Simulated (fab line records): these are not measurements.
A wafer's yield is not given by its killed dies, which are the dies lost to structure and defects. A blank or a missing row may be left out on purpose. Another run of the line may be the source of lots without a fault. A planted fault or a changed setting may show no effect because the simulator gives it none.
Matching of chambers || flow n5 finfet || 3 sister chambers for N5_BEOL_M2_PECVD_72 on pecvd-02
The step deposits SiO2 from TEOS/O2, target thk 16 nm, time 18 s. 6 wafers are shown with their chamber, then 8 later ones without.

== EACH WAFER AND ITS CHAMBER ==
{"wafer": "L082.6", "chamber": 2, "throttle valve pct (%)": 24.0, "showerhead plenum p Torr (Torr)": 8.70}
{"wafer": "L084.4", "chamber": 2, "throttle valve pct (%)": 24.3, "showerhead plenum p Torr (Torr)": 8.71}
{"wafer": "L084.6", "chamber": 1, "throttle valve pct (%)": 22.9, "showerhead plenum p Torr (Torr)": 8.83}
{"wafer": "L087.4", "chamber": 1, "throttle valve pct (%)": 22.8, "showerhead plenum p Torr (Torr)": 8.81}
{"wafer": "L087.5", "chamber": 0, "throttle valve pct (%)": 20.8, "showerhead plenum p Torr (Torr)": 8.66}
{"wafer": "L088.3", "chamber": 0, "throttle valve pct (%)": 20.8, "showerhead plenum p Torr (Torr)": 8.67}

== WAFERS MISSING THEIR CHAMBER ==
{"wafer": "L088.5", "throttle valve pct (%)": 22.6, "showerhead plenum p Torr (Torr)": 8.81}
{"wafer": "L088.6", "throttle valve pct (%)": 21.0, "showerhead plenum p Torr (Torr)": 8.66}
{"wafer": "L093.1", "throttle valve pct (%)": 21.2, "showerhead plenum p Torr (Torr)": 8.67}
{"wafer": "L093.3", "throttle valve pct (%)": 21.9, "showerhead plenum p Torr (Torr)": 8.67}
{"wafer": "L093.5", "throttle valve pct (%)": 22.7, "showerhead plenum p Torr (Torr)": 8.82}
{"wafer": "L096.3", "throttle valve pct (%)": 22.2, "showerhead plenum p Torr (Torr)": 8.68}
{"wafer": "L096.4", "throttle valve pct (%)": 23.2, "showerhead plenum p Torr (Torr)": 8.82}
{"wafer": "L096.5", "throttle valve pct (%)": 21.1, "showerhead plenum p Torr (Torr)": 8.66}

== WHICH CHAMBER EACH ONE RAN IN ==
{"wafer": "L088.5", "from the rows above": 1, "in truth": 1}
{"wafer": "L088.6", "from the rows above": 0, "in truth": 0}
{"wafer": "L093.1", "from the rows above": 0, "in truth": 0}
{"wafer": "L093.3", "from the rows above": 0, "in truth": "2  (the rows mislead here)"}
{"wafer": "L093.5", "from the rows above": 1, "in truth": 1}
{"wafer": "L096.3", "from the rows above": 0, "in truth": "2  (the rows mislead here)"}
{"wafer": "L096.4", "from the rows above": 1, "in truth": 1}
{"wafer": "L096.5", "from the rows above": 0, "in truth": 0}
Correctly placed: 6 of 8. Can't be placed from these rows: 0. Number placed wrongly: 2.
How it was worked out, from the rows above alone: a wafer's distance from a chamber is the root of the sum, over the readings, of the square of ((its reading less the chamber's mean) divided by the reading's scatter). The wafer belongs to the nearest chamber; if the next one is less than 2 further off, it can't be placed. A chamber's mean is the mean of its shown wafers. How the scatter is found: for the shown wafers, subtract from each reading the mean of its chamber, square and add these, divide the total by (wafers less chambers), then take the root.
